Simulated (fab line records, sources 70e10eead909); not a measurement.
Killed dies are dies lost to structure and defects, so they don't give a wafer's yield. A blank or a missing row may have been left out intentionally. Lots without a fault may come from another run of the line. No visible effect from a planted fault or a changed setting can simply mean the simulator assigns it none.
Matching of chambers / flow nandHarc / NHARC_P_ZERO_WELL_ETCH_65 on rieDiel-12 has 4 sister chambers
The step etches the open film in N2/H2, target depth 80 nm, overetch 24 nm, time 87.88 s. 4 wafers are shown with their chamber, then 8 later ones without.

## WAFERS PAIRED WITH THEIR CHAMBERS
wafer=L084.1; chamber=3; drypumpMotorCurrentA (A)=6.1
wafer=L084.2; chamber=0; drypumpMotorCurrentA (A)=5.8
wafer=L084.4; chamber=2; drypumpMotorCurrentA (A)=5.8
wafer=L089.4; chamber=1; drypumpMotorCurrentA (A)=6.5

## WAFERS WITHOUT THEIR CHAMBER
wafer=L089.5; drypumpMotorCurrentA (A)=6.1
wafer=L089.6; drypumpMotorCurrentA (A)=5.9
wafer=L090.1; drypumpMotorCurrentA (A)=6.1
wafer=L090.4; drypumpMotorCurrentA (A)=6.5
wafer=L090.5; drypumpMotorCurrentA (A)=5.9
wafer=L093.1; drypumpMotorCurrentA (A)=6.1
wafer=L093.3; drypumpMotorCurrentA (A)=6.5
wafer=L093.4; drypumpMotorCurrentA (A)=5.9

## WHICH CHAMBER EACH WENT THROUGH
wafer=L089.5; from the rows above=3; in truth=3
wafer=L089.6; from the rows above=can't be placed: 0 or 2 or 3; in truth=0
wafer=L090.1; from the rows above=3; in truth=3
wafer=L090.4; from the rows above=1; in truth=1
wafer=L090.5; from the rows above=can't be placed: 0 or 2 or 3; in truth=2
wafer=L093.1; from the rows above=3; in truth=3
wafer=L093.3; from the rows above=1; in truth=1
wafer=L093.4; from the rows above=can't be placed: 0 or 2 or 3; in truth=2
Correctly placed: 5 of 8. Not placeable from these rows: 3 (in 3, the candidates include the true chamber). 0 placed wrongly.
How it was worked out, from the rows above alone: a wafer's distance from a chamber is the root of the sum, over the readings, of the square of ((its reading less the chamber's mean) divided by the reading's scatter). The wafer belongs to the nearest chamber; if the next one is less than 2 further off, it can't be placed. A chamber's mean is the mean of its shown wafers. The scatter: with one shown wafer a chamber, the root of the mean of the squares of how far each hidden wafer lies from its nearest shown one.
